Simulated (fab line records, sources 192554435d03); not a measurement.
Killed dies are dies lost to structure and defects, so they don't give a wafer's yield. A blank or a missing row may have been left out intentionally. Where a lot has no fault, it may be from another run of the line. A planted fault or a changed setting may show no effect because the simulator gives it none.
fab line records | flow n5-finfet | part 1 of 2: steps 1 to 16 of 17
record lots=7 wafers=19 last-day=18
route steps=1938 shown BEOL_M0_SAQP@655 BEOL_M4@1111 PASSIVATION@1936
lots with no fault: from the same line, run without faults
start-h: the number of hours between the record's first day and the start of the first shown wafer of the lot | wait-h: hours from the lot's prior step to this one | " same as the row above | L1.1+2: a single row standing in for several wafers | - no value present, or no start provided | * or withheld: withheld | < > ~ a bound
route shown NAME@n: a module of which the file shows steps, and the number in the route of the first | usual: mean/standard deviation of fault-free wafers | same: alike in all rows | chamber/n: place in a boat | sites: readings site by site | _std_site: standard deviation across them | _edge_site: inner sites' mean taken away from outer sites' mean | radius-mm: how far each site lies from the wafer's centre | mask NAME#n: copy n | behind: the tool/chamber that last shaped the wafer | hold: reason for holding the lot/hours on hold/outcome of the hold | device: the transistor (n, p or np) that didn't switch | end of line: tests run on the same wafers once the route is complete | a step given without rows: its recipe and nothing more | killed: not the wafer's yield, but the dies lost to structure and defects at the first sort | map: per-die view of a wafer (x killed, . not killed, _ where there is no die)
set.NAME: the setting as run; set.NAME@STEP: as run at that earlier step | model.NAME: the simulator's own value behind a step, which no gauge read
a table for each step, a row for each wafer; lots at some steps of the route
services: the hour from which a tool's chamber was out of use, counted from the record's first day as start-h (under 0 if before that day), plus the number of hours and why
## steps
# step N5_BEOL_M0_SAQP_STRIP_80
# recipe chemistry=N2/H2 temp-c=40 n2-flow-sccm=200 h2-flow-sccm=200 rf-frequency-hz=6e+07
# step N5_BEOL_M0_SAQP_HM_OPEN_112
# recipe chemistry=CHF3/O2 target=SiO2 stop-on=a-Si target-depth-a=120 over-etch-frac=1.25 mask-material=SOC time-s=13.5 pressure-mtorr=30 source-w=650 bias-w=170 Ar_flow_sccm=200 CHF3_flow_sccm=50 O2_flow_sccm=5 ion-energy-ev=200 ends=end-point
# usual drypump-motor-current-A=5.9/0.32 oes-product-au=0.53/0.062 rf-vpp-V=524/8.8 showerhead-plenum-p-Torr=2.42/0.084 throttle-valve-pct=18.83/0.26
# columns lot.wafer tool chamber start-h wait-h drypump-motor-current-A oes-product-au rf-hours-counter-h rf-vpp-V showerhead-plenum-p-Torr throttle-valve-pct
L307.1 rie-diel-06 0 128.78 0.0 5.9 0.60 13 522 2.47 18.45
L307.3 " 1 " " 5.9 0.45 235 523 2.27 18.98
L307.5 " 0 " " 5.9 0.60 - 522 2.47 18.45
L306.2 rie-diel-02 1 140.05 0.0 5.9 0.50 135 532 2.41 19.02
L306.3 " 0 " " 6.5 0.47 209 526 2.30 18.98
L306.4 " 2 " " 5.2 0.61 13 530 2.46 18.72
L312.2 rie-diel-04 1 143.64 0.0 5.9 0.45 231 512 2.39 19.10
L312.4 " 3 " " 5.4 0.56 - 526 2.46 18.57
L312.5 " 0 " " 6.3 0.45 - 533 2.27 19.09
L321.1 rie-diel-06 2 204.55 0.0 6.0 0.49 142 526 2.50 18.51
L321.6 " 1 " " 6.0 0.66 - 532 2.56 18.62
L324.1 rie-diel-06 1 217.20 0.0 6.0 0.64 5 533 2.55 18.62
L324.2 " 0 " " 5.9 0.57 41 520 2.46 18.50
L324.5 " 1 " " 6.0 0.64 - 531 2.55 18.63
L327.1 rie-diel-06 3 236.50 0.0 5.9 0.54 85 532 2.35 19.24
L327.6 " 2 " " 5.9 0.49 - 525 2.50 18.54
L329.1 rie-diel-04 2 253.72 0.0 5.4 0.50 136 543 2.53 19.00
L329.3 " 1 " " 5.8 0.43 268 510 2.38 19.16
L329.6 " 1 " " 5.8 0.43 - 509 2.38 19.15
# step N5_BEOL_M0_SAQP_STRIP_113
# recipe chemistry=CHF3/O2 resist=SiARC rf-frequency-hz=6e+07
# step N5_BEOL_M0_SAQP_MANDREL_ETCH_20
# recipe target-depth-a=600 chemistry=HBr/Cl2 target=a-Si stop-on=SiNx bt-time-s=10 mask-material=SOC over-etch-frac=0.5 time-s=30 pressure-mtorr=10 icp-w=800 bias-w=75 HBr_flow_sccm=150 Cl2_flow_sccm=80 ends=end-point
# usual drypump-motor-current-A=5.6/0.46 oes-product-au=0.778/0.01 throttle-valve-pct=35.49/0.27
# columns lot.wafer tool chamber start-h wait-h drypump-motor-current-A oes-product-au rf-hours-counter-h throttle-valve-pct
L307.1 rie-si-03 0 128.87 0.0 5.8 0.779 3 35.65
L307.3 " 1 " " 5.5 0.797 161 35.88
L307.5 " 1 " " 5.5 0.788 - 35.88
L306.2 rie-si-02 2 140.13 0.0 6.3 0.779 178 34.88
L306.3 " 0 " " 5.2 0.768 186 35.37
L306.4 " 3 " " 6.1 0.777 61 35.47
L312.2 rie-si-03 0 143.72 0.0 5.8 0.785 3 35.67
L312.4 " 2 " " 5.9 0.780 184 35.69
L312.5 " 0 " " 5.8 0.790 - 35.65
L321.1 rie-si-03 2 204.63 0.0 5.9 0.770 185 35.67
L321.6 " 2 " " 5.9 0.785 - 35.63
L324.1 rie-si-02 2 217.28 0.0 6.2 0.773 179 34.89
L324.2 " 1 " " 5.5 0.772 9 35.31
L324.5 " 1 " " 5.5 0.778 - 35.31
L327.1 rie-si-03 1 236.59 0.0 5.5 0.799 163 35.90
L327.6 " 0 " " 5.8 0.790 - 35.64
L329.1 rie-si-05 3 253.80 0.0 5.1 0.780 126 35.79
L329.3 " 1 " " 5.9 0.773 84 35.53
L329.6 " 0 " " 4.9 0.769 - 35.49
# step N5_BEOL_M0_SAQP_STRIP_86
# recipe chemistry=N2/H2 power-w=500 temp-c=40 pressure-mtorr=50 rf-frequency-hz=6e+07 overash-fraction=0.3 bias-power-w=28 h2-frac=0.5 n2-flow-sccm=300 h2-flow-sccm=300
# usual drypump-motor-current-A=5.9/0.33 h2-flow-sccm=299.8/0.95 oes-product-au=0.78/0.099 rf-vpp-V=122.0/1.4 showerhead-plenum-p-Torr=3.35/0.12 throttle-valve-pct=19.1/0.37
# same overash-fraction=0.3
# columns lot.wafer tool chamber start-h wait-h drypump-motor-current-A h2-flow-sccm oes-product-au rf-hours-counter-h rf-vpp-V showerhead-plenum-p-Torr throttle-valve-pct
L307.1 rie-diel-06 0 128.96 0.1 5.9 299.9 0.93 13 120.2 3.43 18.3
L307.3 " 3 " " 5.9 300.6 0.87 52 121.8 3.28 19.6
L307.5 " 2 " " 5.9 299.3 0.76 - 122.9 3.52 18.7
L306.2 rie-diel-04 3 140.24 0.1 5.4 300.4 0.87 46 121.8 3.43 19.1
L306.3 " 0 " " 6.4 300.5 0.68 240 122.9 3.19 19.3
L306.4 " 1 " " 5.8 300.4 0.67 - 120.8 3.33 19.3
L312.2 rie-diel-06 2 143.82 0.1 6.0 300.7 0.76 123 121.5 3.51 18.8
L312.4 " 1 " " 6.0 299.2 0.69 240 121.4 3.17 19.2
L312.5 " 2 " " 5.9 299.7 0.76 - 122.4 3.51 18.7
L321.1 rie-diel-02 2 204.73 0.1 5.2 300.0 0.92 31 122.8 3.43 19.0
L321.6 " 2 " " 5.2 300.6 0.91 - 121.6 3.43 19.0
L324.1 rie-diel-06 1 217.38 0.1 5.9 300.0 0.99 5 124.5 3.56 18.8
L324.2 " 3 " " 5.9 300.1 0.84 80 122.1 3.27 19.7
L324.5 " 1 " " 5.9 300.2 0.99 - 121.3 3.56 18.8
L327.1 rie-diel-06 2 236.69 0.1 5.9 298.5 0.74 151 122.7 3.50 18.8
L327.6 " 0 " " 5.8 299.7 0.88 - 122.1 3.41 18.3
L329.1 rie-diel-04 1 253.90 0.1 5.8 299.4 0.65 268 120.1 3.31 19.4
L329.3 " 2 " " 5.4 300.5 0.76 136 121.7 3.52 18.8
L329.6 " 3 " " 5.4 298.6 0.82 - 120.9 3.41 19.1
# step N5_BEOL_M0_SAQP_STRIP_115
# recipe chemistry=post-etch-residue-remover time-s=60 temp-c=25 remover-ph=withheld remover-water-wt-pct=withheld remover-fluoride-wt-pct=withheld
# step N5_BEOL_M0_SAQP_SRD_93
# recipe dry=ipa-marangoni time-s=30 temp-c=23 rinse-liquid=diw
# step N5_BEOL_M0_SAQP_RECESS_114
# recipe chemistry=HF/NH3 target=SiO2 target-depth-a=144 afs-cycles=3 temp-c=30 sublimation-temp-c=180 sublimation-time-s=60
# usual drypump-motor-current-A=5.4/0.53 foreline-p-Torr=0.1280/0.00045
# same sublimation-time-s=60
# columns lot.wafer tool chamber start-h wait-h drypump-motor-current-A foreline-p-Torr
L307.1 vapor-etch-02 0 129.10 0.0 4.9 0.1283
L307.3 " 0 " " 4.9 0.1276
L307.5 " 1 " " 6.2 0.1279
L306.2 vapor-etch-02 0 140.37 0.0 4.9 0.1283
L306.3 " 0 " " 4.9 0.1272
L306.4 " 1 " " 6.2 0.1280
L312.2 vapor-etch-02 1 143.96 0.0 6.2 0.1278
L312.4 " 1 " " 6.2 0.1280
L312.5 " 1 " " 6.2 0.1281
L321.1 vapor-etch-02 0 204.88 0.0 4.9 0.1289
L321.6 " 0 " " 4.9 0.1290
L324.1 vapor-etch-01 0 217.51 0.0 5.2 0.1280
L324.2 " 1 " " 5.1 0.1282
L324.5 " 0 " " 5.2 0.1286
L327.1 vapor-etch-01 0 236.82 0.0 5.2 0.1283
L327.6 " 0 " " 5.2 0.1278
L329.1 vapor-etch-02 1 254.03 0.0 6.2 0.1272
L329.3 " 1 " " 6.2 0.1283
L329.6 " 0 " " 4.9 0.1290
# step N5_BEOL_M0_SAQP_SPACER1_ALD_98
# recipe material=SiO2 target-thk-a=128 temp-c=300 ald-precursor-family=BDEAS ald-co-reactant=O2-plasma pulse-time-s=1 purge-time-s=2 co-reactant-purge-time-s=2 ald-cycles=138 pressure-torr=2
# usual heater-power-w=499/48 precursor-pulse-height-rel=1.001/0.021
# columns lot.wafer tool chamber start-h wait-h heater-power-w precursor-pulse-height-rel since-wet-clean-h
L307.1 ald-sin-02 2 129.48 0.3 483 0.994 227
L307.3 " 1 " " 467 0.992 227
L307.5 " 2 " " 492 1.005 -
L306.2 ald-sin-04 0 140.76 0.3 548 0.979 133
L306.3 " 3 " " 519 0.998 133
L306.4 " 2 " " 580 1.014 133
L312.2 ald-sin-01 3 145.13 1.0 428 1.001 334
L312.4 " 1 " " 506 1.025 334
L312.5 " 0 " " 462 1.001 -
L321.1 ald-sin-01 3 205.58 0.6 432 1.028 13
L321.6 " 2 " " 404 0.967 -
L324.1 ald-sin-02 3 217.89 0.3 501 0.994 316
L324.2 " 0 " " 532 1.001 316
L324.5 " 3 " " 514 1.018 -
L327.1 ald-sin-04 3 237.57 0.6 529 1.019 230
L327.6 " 2 " " 575 0.986 -
L329.1 ald-sin-01 1 254.71 0.6 488 0.977 63
L329.3 " 2 " " 388 1.003 63
L329.6 " 3 " " 427 0.985 -
# step N5_BEOL_M0_SAQP_SPACER1_ETCHBACK_99
# recipe chemistry=CHF3/O2 mode=anisotropic-etchback target=SiO2 target-depth-a=154 time-s=7.7 pressure-mtorr=30 source-w=650 bias-w=170 Ar_flow_sccm=200 CHF3_flow_sccm=50 O2_flow_sccm=5 ion-energy-ev=200
# step N5_BEOL_M0_SAQP_MANDREL1_REMOVE_100
# recipe chemistry=HBr/Cl2/O2 bt-time-s=10 target=a-Si stop-on=SiNx endpoint=OES-SiCl over-etch-frac=0.85 icp-w=600 bias-w=30 HBr_flow_sccm=150 Cl2_flow_sccm=80 O2_flow_sccm=5 pressure-mtorr=10
# step N5_BEOL_M0_SAQP_CD_MEAS_25
# recipe target-cd-nm=13.1 landing-energy-ev=1000 detector=se-inlens
# usual cd-nm=12.79/0.24
# columns lot.wafer tool chamber start-h wait-h cd-nm
L307.1 cd-sem-03 0 130.16 0.1 12.84
L307.3 " 0 " " 12.85
L307.5 " 0 " " 13.16
L306.2 cd-sem-01 0 141.51 0.1 12.74
L306.3 " 0 " " 12.42
L306.4 " 0 " " 12.58
L312.2 cd-sem-02 0 145.80 0.1 12.85
L312.4 " 0 " " 12.38
L312.5 " 0 " " 12.55
L321.1 cd-sem-02 0 206.25 0.1 12.71
L321.6 " 0 " " 12.95
L324.1 cd-sem-01 0 218.57 0.1 12.36
L324.2 " 0 " " 12.84
L324.5 " 0 " " 12.36
L327.1 cd-sem-01 0 238.24 0.1 12.66
L327.6 " 0 " " 12.79
L329.1 cd-sem-01 0 255.38 0.1 12.81
L329.3 " 0 " " 12.68
L329.6 " 0 " " 12.75
# step N5_BEOL_M0_SAQP_ETCH_101
# recipe chemistry=CH3F/O2 target=SiNx mask-material=SiO2 target-depth-a=299 time-s=42.7 pressure-mtorr=30 source-w=395 bias-w=73 Ar_flow_sccm=150 CH3F_flow_sccm=30 O2_flow_sccm=20 ion-energy-ev=120
# usual drypump-motor-current-A=5.9/0.32 oes-product-au=0.82/0.092 rf-vpp-V=298/4.5 showerhead-plenum-p-Torr=2.01/0.071 throttle-valve-pct=16.34/0.23
# columns lot.wafer tool chamber start-h wait-h drypump-motor-current-A oes-product-au rf-hours-counter-h rf-vpp-V showerhead-plenum-p-Torr throttle-valve-pct model.etch.depth-nm
L307.1 rie-diel-06 0 130.33 0.2 5.9 0.94 13 297 2.06 16.00 30.58
L307.3 " 2 " " 5.9 0.75 118 300 2.09 16.04 28.84
L307.5 " 2 " " 5.9 0.74 - 298 2.09 16.05 28.62
L306.2 rie-diel-02 0 141.59 0.1 6.6 0.71 210 297 1.90 16.47 29.2
L306.3 " 1 " " 5.9 0.75 136 299 2.00 16.53 29.08
L306.4 " 2 " " 5.2 0.93 14 302 2.05 16.26 29.2
L312.2 rie-diel-02 0 145.84 0.0 6.6 0.72 211 298 1.90 16.46 29.56
L312.4 " 2 " " 5.2 0.94 15 302 2.05 16.24 29.53
L312.5 " 0 " " 6.6 0.72 - 297 1.90 16.50 29.57
L321.1 rie-diel-02 3 206.29 0.0 5.9 0.87 44 287 2.05 16.31 29.18
L321.6 " 1 " " 5.9 0.63 - 302 2.00 16.56 22.27
L324.1 rie-diel-02 1 218.61 0.0 5.9 0.74 159 300 2.00 16.58 29.29
L324.2 " 0 " " 6.5 0.59 235 298 1.89 16.52 22.11
L324.5 " 3 " " 5.9 0.87 - 288 2.05 16.31 29.63
L327.1 rie-diel-02 1 238.28 0.0 5.9 0.73 165 300 1.99 16.60 29.09
L327.6 " 1 " " 5.9 0.63 - 301 1.99 16.57 22.49
L329.1 rie-diel-06 0 255.53 0.1 5.9 0.86 51 298 2.05 16.06 30.52
L329.3 " 1 " " 5.9 0.95 15 303 2.12 16.15 29.91
L329.6 " 1 " " 6.0 0.96 - 303 2.12 16.14 29.99
# step N5_BEOL_M0_SAQP_ETCH_102
# recipe chemistry=CF4 target=SiO2 target-depth-a=40 ion-energy-ev=350 time-s=4.4 pressure-mtorr=10 icp-w=800 bias-w=400 cf4-flow-sccm=80
# usual cf4-flow-sccm=80.01/0.27 drypump-motor-current-A=5.5/0.47 oes-product-au=1.007/0.016 throttle-valve-pct=21.81/0.25
# columns lot.wafer tool chamber start-h wait-h cf4-flow-sccm drypump-motor-current-A oes-product-au rf-hours-counter-h throttle-valve-pct
L307.1 rie-si-02 0 130.44 0.1 79.45 5.1 1.008 186 22.06
L307.3 " 2 " " 80.08 6.3 1.032 178 21.57
L307.5 " 0 " " 79.69 5.1 1.001 - 22.04
L306.2 rie-si-02 2 141.70 0.1 80.19 6.3 1.038 178 21.57
L306.3 " 0 " " 80.19 5.2 1.005 187 22.03
L306.4 " 3 " " 80.00 6.0 1.019 61 21.62
L312.2 rie-si-03 0 145.95 0.1 79.94 5.8 1.002 3 21.77
L312.4 " 1 " " 79.84 5.5 0.999 162 21.98
L312.5 " 3 " " 80.17 6.2 1.016 - 21.66
L321.1 rie-si-05 0 206.39 0.1 80.11 4.9 1.008 36 21.63
L321.6 " 3 " " 80.08 5.1 0.443 - 22.12
L324.1 rie-si-03 0 218.71 0.1 80.21 5.8 0.988 4 21.76
L324.2 " 2 " " 80.15 5.8 0.416 185 21.76
L324.5 " 1 " " 79.90 5.5 0.994 - 21.99
L327.1 rie-si-05 0 238.38 0.1 79.60 4.9 1.010 36 21.61
L327.6 " 3 " " 80.25 5.0 0.495 - 22.16
L329.1 rie-si-05 1 255.64 0.1 79.73 5.9 1.002 84 21.94
L329.3 " 2 " " 79.93 5.1 1.012 63 21.50
L329.6 " 1 " " 79.70 5.9 1.002 - 21.93
# step N5_BEOL_M0_SAQP_MANDREL_ETCH_103
# recipe chemistry=HBr/Cl2 target=a-Si target-depth-a=450 bt-time-s=10 stop-on=SiCN mask-material=SiO2 over-etch-frac=0.8 time-s=27 pressure-mtorr=10 icp-w=800 bias-w=75 HBr_flow_sccm=150 Cl2_flow_sccm=80 ends=end-point
# step N5_BEOL_M4_RC_MEAS_101
# usual DIBL_N=37.1/1.8 DIBL_P=37.2/2.1 IOFF_N=0.17/0.033 IOFF_P=0.22/0.037 ION_N=680/11 ION_P=464/7.7 SS_N=71.7/0.63 SS_P=73.6/0.67 VT_N=248.9/2.9 VT_P=-251/3.6
# columns lot.wafer tool chamber start-h wait-h DIBL_N[mV/V] DIBL_P[mV/V] IOFF_N[nA/um] IOFF_P[nA/um] ION_N[uA/um] ION_P[uA/um] SS_N[mV/dec] SS_P[mV/dec] VT_N[mV] VT_P[mV]
L307.1 prober-02 0 193.53 0.0 35.8 37.5 0.18 0.26 710 487 71.3 73.6 244.3 -245
L307.3 " 0 " " 33.9 34.4 0.13 0.21 663 463 71.1 73.0 250.9 -248
L307.5 " 0 " " 34.7 35.0 0.15 0.21 691 473 71.5 72.8 249.8 -249
L312.2 prober-02 0 211.42 0.2 38.2 37.1 0.18 0.19 684 457 72.2 73.9 249.7 -256
L312.4 " 0 " " 39.2 40.0 0.21 0.24 687 463 71.6 74.4 246.9 -249
L312.5 " 0 " " 36.3 35.4 0.14 0.17 666 456 71.2 73.2 254.0 -253
L306.2 prober-02 0 213.20 0.2 39.1 41.6 0.20 0.26 691 472 72.0 74.1 246.7 -250
L306.3 " 0 " " 36.6 37.8 0.16 0.21 693 482 71.2 73.6 249.9 -250
L306.4 " 0 " " 37.2 38.0 0.16 0.20 668 453 71.5 72.9 250.0 -250
L321.1 prober-02 0 281.74 0.0 35.9 36.3 0.15 0.18 676 457 71.1 73.5 247.3 -255
L321.6 " 0 " " 37.5 38.5 0.19 0.21 684 455 71.6 73.7 245.6 -252
L324.1 prober-01 0 286.63 0.3 35.1 36.7 0.14 0.20 674 461 70.9 73.1 250.6 -250
L324.2 " 0 " " 37.7 39.0 0.19 0.24 686 472 71.8 74.3 246.5 -247
L324.5 " 0 " " 35.5 37.1 0.15 0.21 673 466 71.5 73.5 249.9 -249
L327.1 prober-01 0 317.86 0.0 37.0 36.4 0.16 0.22 696 481 71.0 73.3 247.9 -249
L327.6 " 0 " " 34.2 32.7 0.12 0.17 689 473 70.4 73.0 254.7 -254
L329.1 prober-02 0 325.62 0.0 34.8 33.9 0.14 0.20 671 460 71.2 72.7 249.8 -247
L329.3 " 0 " " 37.9 36.6 0.20 0.23 695 469 72.3 73.9 245.1 -246
L329.6 " 0 " " 36.0 35.7 0.17 0.22 675 466 71.3 72.6 247.3 -246
## key
first-sign step=N5_BEOL_M0_SAQP_ETCH_101 reading=oes-product-au direction=down sigmas=2.2 usual=0.82 struck=0.62
effect step=N5_BEOL_M0_SAQP_ETCH_102 reading=oes-product-au direction=down sigmas=35 usual=1.007 struck=0.451
model-effect step=N5_BEOL_M0_SAQP_ETCH_101 value=etch.depth-nm without=29.18 struck=22.29
met-at N5_BEOL_M0_SAQP_ETCH_101
struck-wafers L321.6,L324.2,L327.6
onset-between 145.84 206.29
fault kind=process-parameter-drift tool=rie-diel-02 chamber=- onset-h=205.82 steps=N5_BEOL_M0_SAQP_ETCH_101 channel=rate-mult offset=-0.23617 shape=step end-h=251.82 scope=struck-wafers-only
